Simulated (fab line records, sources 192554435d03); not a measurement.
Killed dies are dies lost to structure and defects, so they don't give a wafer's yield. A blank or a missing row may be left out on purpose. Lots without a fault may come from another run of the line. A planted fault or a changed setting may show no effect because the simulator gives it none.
fab line records | flow n5_finfet
record lots=24 wafers=72 last_day=18
route steps=1938 shown BEOL_M3@992 BEOL_M4@1022
lots that met no fault: from a run of the same line without faults
start_h: hours from the record's first day to the start of the lot's first wafer shown | wait_h: hours since the lot's step before | " the same as in the row above | L1.1+2: a row that stands for several wafers | - no value, or no start given | * or withheld: withheld | < > ~ a bound
route shown NAME@n: a module of which the file shows steps, and the number in the route of the first | usual: mean/standard deviation of fault-free wafers | same: alike in all rows | chamber/n: place in a boat | sites: the reading at each site | _std_site: their standard deviation | _edge_site: outer sites' mean less inner sites' | radius_mm: how far each site lies from the wafer's centre | mask NAME#n: copy n | behind: the tool/chamber that last shaped the wafer | hold: why the lot was held/for how many hours/how that ended | device: the transistor (n, p or np) that didn't switch | end of line: the same wafers' tests at the end of the route | a step without rows: its recipe alone | killed: dies lost to structure and defects at the first sort, not the wafer's yield | map: a wafer's dies, x killed, . not, _ none there
set.NAME: the setting as run; set.NAME@STEP: as run at that earlier step | model.NAME: the simulator's own value behind a step, which no gauge read
steps of the route over a sample of lots; a table a step, a row a wafer
services: from which hour (start_h, from the record's first day; less than 0 if before it) a tool's chamber was out of use, for how many hours, and why
## steps
# step N5_BEOL_M3_SURFACE_TREAT_85
# recipe gas=Ar time_s=* ion_energy_ev=* ion_current_ma_cm2=0.5 pressure_mtorr=* ar_flow_sccm=30
# usual throttle_valve_pct=*
# columns lot.wafer tool chamber start_h wait_h throttle_valve_pct
L074.4 pvd_sputter-03 - 152.03 0.1 *
L074.5 " - " " *
L074.6 " - " " *
L076.2 pvd_sputter-02 - 167.86 0.2 *
L076.4 " - " " *
L076.6 " - " " *
L075.2 pvd_sputter-02 - 170.56 0.1 *
L075.3 " - " " *
L075.4 " - " " *
L077.3 pvd_sputter-03 - 178.51 0.2 *
L077.4 " - " " *
L077.5 " - " " *
L078.3 pvd_sputter-02 - 193.58 0.2 *
L078.4 " - " " *
L078.5 " - " " *
L079.1 pvd_sputter-02 - 200.70 0.2 *
L079.4 " - " " *
L079.6 " - " " *
L080.1 pvd_sputter-01 - 201.26 0.2 *
L080.3 " - " " *
L080.4 " - " " *
L081.2 pvd_sputter-03 - 215.96 0.3 *
L081.4 " - " " *
L081.6 " - " " *
L083.2 pvd_sputter-02 - 220.35 0.2 *
L083.4 " - " " *
L083.5 " - " " *
L084.2 pvd_sputter-03 - 223.67 0.3 *
L084.4 " - " " *
L084.5 " - " " *
L082.1 pvd_sputter-03 - 228.43 0.3 *
L082.4 " - " " *
L082.6 " - " " *
L085.2 pvd_sputter-03 - 228.47 0.2 *
L085.4 " - " " *
L085.6 " - " " *
L086.4 pvd_sputter-01 - 235.25 0.0 *
L086.5 " - " " *
L086.6 " - " " *
L087.4 pvd_sputter-01 - 237.72 0.0 *
L087.5 " - " " *
L087.6 " - " " *
L088.1 pvd_sputter-01 - 237.84 0.2 *
L088.2 " - " " *
L088.6 " - " " *
L090.2 pvd_sputter-01 - 261.95 0.1 *
L090.3 " - " " *
L090.4 " - " " *
L089.1 pvd_sputter-01 - 262.11 0.1 *
L089.3 " - " " *
L089.5 " - " " *
L091.1 pvd_sputter-01 - 262.59 0.4 *
L091.5 " - " " *
L091.6 " - " " *
L093.1 pvd_sputter-01 - 266.25 0.1 *
L093.3 " - " " *
L093.5 " - " " *
L092.1 pvd_sputter-03 - 268.44 1.3 *
L092.3 " - " " *
L092.6 " - " " *
L094.1 pvd_sputter-02 - 278.30 0.1 *
L094.2 " - " " *
L094.5 " - " " *
L096.1 pvd_sputter-02 - 283.10 0.2 *
L096.3 " - " " *
L096.5 " - " " *
L095.3 pvd_sputter-01 - 283.20 0.2 *
L095.5 " - " " *
L095.6 " - " " *
L097.2 pvd_sputter-02 - 311.65 0.2 *
L097.3 " - " " *
L097.4 " - " " *
# step N5_BEOL_M3_ANNEAL_80
# recipe temp_c=400 time_s=240 ambient=vacuum
# usual heater_power_w=814/80
# columns lot.wafer tool chamber start_h wait_h heater_power_w
L074.4 pvd_sputter-01 - 152.62 0.0 809
L074.5 " - " " 967
L074.6 " - " " 763
L076.2 pvd_sputter-03 - 169.53 0.0 927
L076.4 " - " " 836
L076.6 " - " " 920
L075.2 pvd_sputter-03 - 171.37 0.0 759
L075.3 " - " " 844
L075.4 " - " " 843
L077.3 pvd_sputter-03 - 179.13 0.0 680
L077.4 " - " " 856
L077.5 " - " " 916
L078.3 pvd_sputter-02 - 194.12 0.0 866
L078.4 " - " " 792
L078.5 " - " " 843
L079.1 pvd_sputter-02 - 201.36 0.0 843
L079.4 " - " " 851
L079.6 " - " " 861
L080.1 pvd_sputter-01 - 201.78 0.0 764
L080.3 " - " " 769
L080.4 " - " " 778
L081.2 pvd_sputter-03 - 216.54 0.0 749
L081.4 " - " " 868
L081.6 " - " " 844
L083.2 pvd_sputter-02 - 220.87 0.0 782
L083.4 " - " " 817
L083.5 " - " " 798
L084.2 pvd_sputter-01 - 225.12 0.0 768
L084.4 " - " " 758
L084.5 " - " " 775
L085.2 pvd_sputter-02 - 229.00 0.0 790
L085.4 " - " " 753
L085.6 " - " " 843
L082.1 pvd_sputter-01 - 230.09 0.0 983
L082.4 " - " " 816
L082.6 " - " " 786
L086.4 pvd_sputter-02 - 237.38 0.0 805
L086.5 " - " " 796
L086.6 " - " " 881
L087.4 pvd_sputter-01 - 238.26 0.0 947
L087.5 " - " " 974
L087.6 " - " " 793
L088.1 pvd_sputter-03 - 238.65 0.0 654
L088.2 " - " " 913
L088.6 " - " " 762
L090.2 pvd_sputter-01 - 262.93 0.0 773
L090.3 " - " " 755
L090.4 " - " " 985
L089.1 pvd_sputter-03 - 264.12 0.0 835
L089.3 " - " " 763
L089.5 " - " " 667
L091.1 pvd_sputter-02 - 264.21 0.0 741
L091.5 " - " " 803
L091.6 " - " " 734
L093.1 pvd_sputter-03 - 266.90 0.0 868
L093.3 " - " " 653
L093.5 " - " " 674
L092.1 pvd_sputter-03 - 269.04 0.0 643
L092.3 " - " " 745
L092.6 " - " " 920
L094.1 pvd_sputter-03 - 278.92 0.0 772
L094.2 " - " " 823
L094.5 " - " " 848
L096.1 pvd_sputter-03 - 283.69 0.0 651
L096.3 " - " " 867
L096.5 " - " " 855
L095.3 pvd_sputter-02 - 283.82 0.0 868
L095.5 " - " " 813
L095.6 " - " " 843
L097.2 pvd_sputter-02 - 312.25 0.0 757
L097.3 " - " " 857
L097.4 " - " " 791
# step N5_BEOL_M3_ANNEAL_82
# recipe temp_c=400 time_s=240 ambient=vacuum
# usual heater_power_w=813/81
# columns lot.wafer tool chamber start_h wait_h heater_power_w
L074.4 pvd_sputter-01 - 152.84 0.0 795
L074.5 " - " " 966
L074.6 " - " " 759
L076.2 pvd_sputter-03 - 169.75 0.0 917
L076.4 " - " " 859
L076.6 " - " " 924
L075.2 pvd_sputter-03 - 171.59 0.0 750
L075.3 " - " " 885
L075.4 " - " " 871
L077.3 pvd_sputter-03 - 179.35 0.0 665
L077.4 " - " " 849
L077.5 " - " " 903
L078.3 pvd_sputter-02 - 194.34 0.0 870
L078.4 " - " " 814
L078.5 " - " " 822
L079.1 pvd_sputter-02 - 201.58 0.0 808
L079.4 " - " " 890
L079.6 " - " " 857
L080.1 pvd_sputter-01 - 202.00 0.0 757
L080.3 " - " " 763
L080.4 " - " " 809
L081.2 pvd_sputter-03 - 216.76 0.0 775
L081.4 " - " " 845
L081.6 " - " " 843
L083.2 pvd_sputter-02 - 221.09 0.0 781
L083.4 " - " " 826
L083.5 " - " " 815
L084.2 pvd_sputter-01 - 225.36 0.0 760
L084.4 " - " " 739
L084.5 " - " " 787
L085.2 pvd_sputter-02 - 229.22 0.0 791
L085.4 " - " " 736
L085.6 " - " " 845
L082.1 pvd_sputter-01 - 230.31 0.0 966
L082.4 " - " " 818
L082.6 " - " " 809
L086.4 pvd_sputter-02 - 237.60 0.0 794
L086.5 " - " " 799
L086.6 " - " " 880
L087.4 pvd_sputter-01 - 238.48 0.0 941
L087.5 " - " " 969
L087.6 " - " " 786
L088.1 pvd_sputter-03 - 238.87 0.0 668
L088.2 " - " " 932
L088.6 " - " " 765
L090.2 pvd_sputter-01 - 263.15 0.0 756
L090.3 " - " " 766
L090.4 " - " " 951
L089.1 pvd_sputter-03 - 264.34 0.0 852
L089.3 " - " " 749
L089.5 " - " " 648
L091.1 pvd_sputter-02 - 264.43 0.0 725
L091.5 " - " " 815
L091.6 " - " " 751
L093.1 pvd_sputter-03 - 267.12 0.0 834
L093.3 " - " " 654
L093.5 " - " " 647
L092.1 pvd_sputter-03 - 269.26 0.0 648
L092.3 " - " " 739
L092.6 " - " " 910
L094.1 pvd_sputter-03 - 279.14 0.0 758
L094.2 " - " " 853
L094.5 " - " " 841
L096.1 pvd_sputter-03 - 283.91 0.0 650
L096.3 " - " " 855
L096.5 " - " " 854
L095.3 pvd_sputter-02 - 284.04 0.0 835
L095.5 " - " " 776
L095.6 " - " " 853
L097.2 pvd_sputter-02 - 312.47 0.0 745
L097.3 " - " " 826
L097.4 " - " " 805
# step N5_BEOL_M3_ANNEAL_87
# recipe temp_c=400 time_s=240 ambient=vacuum
# usual heater_power_w=814/81
# columns lot.wafer tool chamber start_h wait_h heater_power_w
L074.4 pvd_sputter-01 - 153.06 0.0 808
L074.5 " - " " 960
L074.6 " - " " 767
L076.2 pvd_sputter-03 - 169.97 0.0 923
L076.4 " - " " 859
L076.6 " - " " 908
L075.2 pvd_sputter-03 - 171.81 0.0 759
L075.3 " - " " 852
L075.4 " - " " 854
L077.3 pvd_sputter-03 - 179.57 0.0 662
L077.4 " - " " 845
L077.5 " - " " 938
L078.3 pvd_sputter-02 - 194.56 0.0 898
L078.4 " - " " 783
L078.5 " - " " 841
L079.1 pvd_sputter-02 - 201.80 0.0 816
L079.4 " - " " 853
L079.6 " - " " 867
L080.1 pvd_sputter-01 - 202.22 0.0 771
L080.3 " - " " 739
L080.4 " - " " 814
L081.2 pvd_sputter-03 - 216.98 0.0 751
L081.4 " - " " 871
L081.6 " - " " 853
L083.2 pvd_sputter-02 - 221.31 0.0 808
L083.4 " - " " 818
L083.5 " - " " 791
L084.2 pvd_sputter-01 - 225.60 0.0 769
L084.4 " - " " 766
L084.5 " - " " 746
L085.2 pvd_sputter-02 - 229.44 0.0 768
L085.4 " - " " 727
L085.6 " - " " 811
L082.1 pvd_sputter-01 - 230.53 0.0 965
L082.4 " - " " 796
L082.6 " - " " 806
L086.4 pvd_sputter-02 - 237.82 0.0 803
L086.5 " - " " 787
L086.6 " - " " 856
L087.4 pvd_sputter-01 - 238.70 0.0 962
L087.5 " - " " 962
L087.6 " - " " 802
L088.1 pvd_sputter-03 - 239.09 0.0 651
L088.2 " - " " 928
L088.6 " - " " 744
L090.2 pvd_sputter-01 - 263.37 0.0 761
L090.3 " - " " 763
L090.4 " - " " 969
L089.1 pvd_sputter-03 - 264.56 0.0 835
L089.3 " - " " 748
L089.5 " - " " 666
L091.1 pvd_sputter-02 - 264.65 0.0 732
L091.5 " - " " 796
L091.6 " - " " 758
L093.1 pvd_sputter-03 - 267.34 0.0 857
L093.3 " - " " 647
L093.5 " - " " 658
L092.1 pvd_sputter-03 - 269.48 0.0 669
L092.3 " - " " 750
L092.6 " - " " 901
L094.1 pvd_sputter-03 - 279.36 0.0 759
L094.2 " - " " 820
L094.5 " - " " 850
L096.1 pvd_sputter-03 - 284.13 0.0 664
L096.3 " - " " 840
L096.5 " - " " 846
L095.3 pvd_sputter-02 - 284.26 0.0 868
L095.5 " - " " 791
L095.6 " - " " 840
L097.2 pvd_sputter-02 - 312.69 0.0 752
L097.3 " - " " 865
L097.4 " - " " 790
# step N5_BEOL_M4_THK_MEAS_01
# recipe reads=SiOC_of_BEOL_M4_ILD_DEP_00
# usual M4_ILD_THK=78.6/1.1
# columns lot.wafer tool chamber start_h wait_h M4_ILD_THK[nm]
L074.4 film_metro-01 - 155.30 0.0 78.9
L074.5 " - " " 80.3
L074.6 " - " " 79.4
L076.2 film_metro-01 - 172.43 0.1 78.2
L076.4 " - " " 79.0
L076.6 " - " " 79.8
L075.2 film_metro-01 - 174.21 0.1 79.4
L075.3 " - " " 78.2
L075.4 " - " " 79.1
L077.3 film_metro-01 - 181.82 0.1 76.9
L077.4 " - " " 80.2
L077.5 " - " " 78.2
L078.3 film_metro-02 - 196.79 0.1 77.9
L078.4 " - " " 79.5
L078.5 " - " " 78.4
L079.1 film_metro-01 - 204.01 0.1 78.4
L079.4 " - " " 80.5
L079.6 " - " " 79.2
L080.1 film_metro-01 - 204.43 0.0 77.8
L080.3 " - " " 79.5
L080.4 " - " " 80.2
L081.2 film_metro-01 - 219.22 0.1 76.6
L081.4 " - " " 78.1
L081.6 " - " " 78.1
L083.2 film_metro-02 - 223.52 0.1 76.3
L083.4 " - " " 78.7
L083.5 " - " " 78.5
L084.2 film_metro-02 - 227.94 0.1 79.0
L084.4 " - " " 80.2
L084.5 " - " " 79.6
L085.2 film_metro-02 - 231.68 0.1 78.1
L085.4 " - " " 79.0
L085.6 " - " " 79.5
L082.1 film_metro-01 - 232.99 0.0 77.7
L082.4 " - " " 77.7
L082.6 " - " " 78.1
L086.4 film_metro-02 - 240.51 0.0 79.3
L086.5 " - " " 79.7
L086.6 " - " " 79.1
L087.4 film_metro-02 - 240.95 0.0 78.1
L087.5 " - " " 80.1
L087.6 " - " " 80.0
L088.1 film_metro-01 - 241.64 0.0 76.7
L088.2 " - " " 77.5
L088.6 " - " " 77.5
L090.2 film_metro-01 - 265.61 0.1 77.9
L090.3 " - " " 78.9
L090.4 " - " " 80.5
L089.1 film_metro-02 - 266.94 0.0 77.9
L089.3 " - " " 77.8
L089.5 " - " " 79.7
L091.1 film_metro-01 - 267.07 0.1 78.8
L091.5 " - " " 79.4
L091.6 " - " " 78.5
L093.1 film_metro-02 - 269.58 0.1 78.7
L093.3 " - " " 79.7
L093.5 " - " " 79.4
L092.1 film_metro-01 - 271.69 0.0 76.6
L092.3 " - " " 76.8
L092.6 " - " " 78.1
L094.1 film_metro-02 - 281.65 0.0 78.2
L094.2 " - " " 79.0
L094.5 " - " " 77.6
L096.1 film_metro-02 - 286.40 0.1 79.1
L096.3 " - " " 78.3
L096.5 " - " " 80.4
L095.3 film_metro-01 - 286.58 0.1 79.3
L095.5 " - " " 78.6
L095.6 " - " " 78.8
L097.2 film_metro-01 - 314.89 0.1 78.0
L097.3 " - " " 78.5
L097.4 " - " " 79.4
# step N5_BEOL_M4_PECVD_72
# recipe material=SiO2 target_thk_a=160 temp_c=400 precursor=TEOS/O2 pressure_torr=5.5 rf_w=450 teos_flow_sccm=53.8 gas=O2 flow_sccm=3000 time_s=18
# usual heater_power_w=778/110 showerhead_plenum_p_Torr=8.82/0.096 throttle_valve_pct=22.4/1.3
# columns lot.wafer tool chamber start_h wait_h heater_power_w showerhead_plenum_p_Torr throttle_valve_pct
L074.4 pecvd-01 1 155.35 0.1 872 8.91 22.1
L074.5 " 2 " " 1025 8.78 23.8
L074.6 " 0 " " 716 8.94 22.2
L076.2 pecvd-01 1 172.47 0.0 814 8.92 22.0
L076.4 " 0 " " 629 8.92 22.4
L076.6 " 2 " " 1015 8.80 23.9
L075.2 pecvd-03 1 174.25 0.0 753 8.73 22.5
L075.3 " 0 " " 765 8.89 21.8
L075.4 " 0 " " 744 8.88 22.1
L077.3 pecvd-02 2 181.86 0.0 849 8.82 20.8
L077.4 " 2 " " 858 8.82 20.6
L077.5 " 1 " " 681 8.64 24.1
L078.3 pecvd-03 1 196.82 0.0 686 8.75 22.3
L078.4 " 0 " " 664 8.86 21.9
L078.5 " 2 " " 678 8.75 21.4
L079.1 pecvd-01 0 204.05 0.0 645 8.94 22.2
L079.4 " 0 " " 656 8.93 22.3
L079.6 " 2 " " 923 8.80 24.0
L080.1 pecvd-01 1 204.47 0.0 901 8.91 22.0
L080.3 " 2 " " 986 8.81 24.0
L080.4 " 1 " " 892 8.93 21.8
L081.2 pecvd-01 1 219.26 0.0 786 8.91 22.0
L081.4 " 1 " " 782 8.90 22.0
L081.6 " 2 " " 855 8.80 23.9
L083.2 pecvd-01 0 223.56 0.0 587 8.93 22.7
L083.4 " 1 " " 791 8.92 22.2
L083.5 " 2 " " 877 8.81 24.0
L084.2 pecvd-02 1 227.97 0.0 760 8.63 24.2
L084.4 " 1 " " 743 8.62 24.1
L084.5 " 1 " " 739 8.64 24.0
L085.2 pecvd-03 0 231.71 0.0 782 8.87 22.0
L085.4 " 2 " " 612 8.77 21.5
L085.6 " 1 " " 771 8.70 22.2
L082.1 pecvd-01 1 233.03 0.0 833 8.92 21.8
L082.4 " 1 " " 848 8.90 22.1
L082.6 " 2 " " 963 8.80 24.0
L086.4 pecvd-02 1 240.57 0.1 786 8.63 24.0
L086.5 " 0 " " 723 8.86 22.2
L086.6 " 2 " " 860 8.79 19.3
L087.4 pecvd-01 1 241.00 0.1 854 8.90 22.2
L087.5 " 2 " " 1025 8.79 24.0
L087.6 " 0 " " 681 8.93 22.0
L088.1 pecvd-01 0 241.68 0.0 686 8.94 22.2
L088.2 " 1 " " 762 8.92 22.0
L088.6 " 1 " " 768 8.90 22.2
L090.2 pecvd-02 2 265.65 0.0 818 8.80 19.6
L090.3 " 1 " " 746 8.65 24.0
L090.4 " 2 " " 807 8.79 19.5
L089.1 pecvd-02 1 266.98 0.0 781 8.64 24.1
L089.3 " 2 " " 862 8.78 19.6
L089.5 " 2 " " 876 8.79 19.6
L091.1 pecvd-02 0 267.10 0.0 729 8.87 22.1
L091.5 " 0 " " 720 8.90 22.2
L091.6 " 1 " " 776 8.63 24.1
L093.1 pecvd-01 0 269.62 0.0 652 8.94 22.3
L093.3 " 2 " " 998 8.79 24.4
L093.5 " 2 " " 1008 8.80 24.2
L092.1 pecvd-01 0 271.72 0.0 705 8.92 22.5
L092.3 " 1 " " 779 8.93 21.9
L092.6 " 0 " " 690 8.94 22.4
L094.1 pecvd-03 0 281.69 0.0 740 8.86 22.0
L094.2 " 2 " " 623 8.75 21.7
L094.5 " 2 " " 618 8.73 21.4
L096.1 pecvd-02 2 286.44 0.0 809 8.83 19.5
L096.3 " 0 " " 773 8.89 22.1
L096.5 " 1 " " 707 8.64 23.8
L095.3 pecvd-02 2 286.61 0.0 717 8.78 19.7
L095.5 " 2 " " 698 8.80 19.6
L095.6 " 0 " " 710 8.87 22.0
L097.2 pecvd-02 1 314.93 0.0 795 8.64 24.3
L097.3 " 0 " " 751 8.86 22.4
L097.4 " 0 " " 756 8.88 21.9
## services
# columns tool chamber start_h hours kind
pecvd-02 - 156.60 0.3 repair
pvd_sputter-03 - 160.97 3.8 repair
pecvd-01 - 184.12 2.8 pm
pvd_sputter-01 - 196.31 1.0 repair
pecvd-02 2 202.38 - clean
pecvd-02 2 202.38 - consumable_replace:showerhead
pecvd-02 2 202.38 29.0 scheduled_down
pecvd-02 2 202.38 29.0 vent_cycle
pecvd-03 2 264.37 6.0 repair
pecvd-01 1 282.80 15.4 repair
pecvd-01 2 293.00 3.6 repair
pvd_sputter-01 - 302.73 1.0 repair
## key
fault none
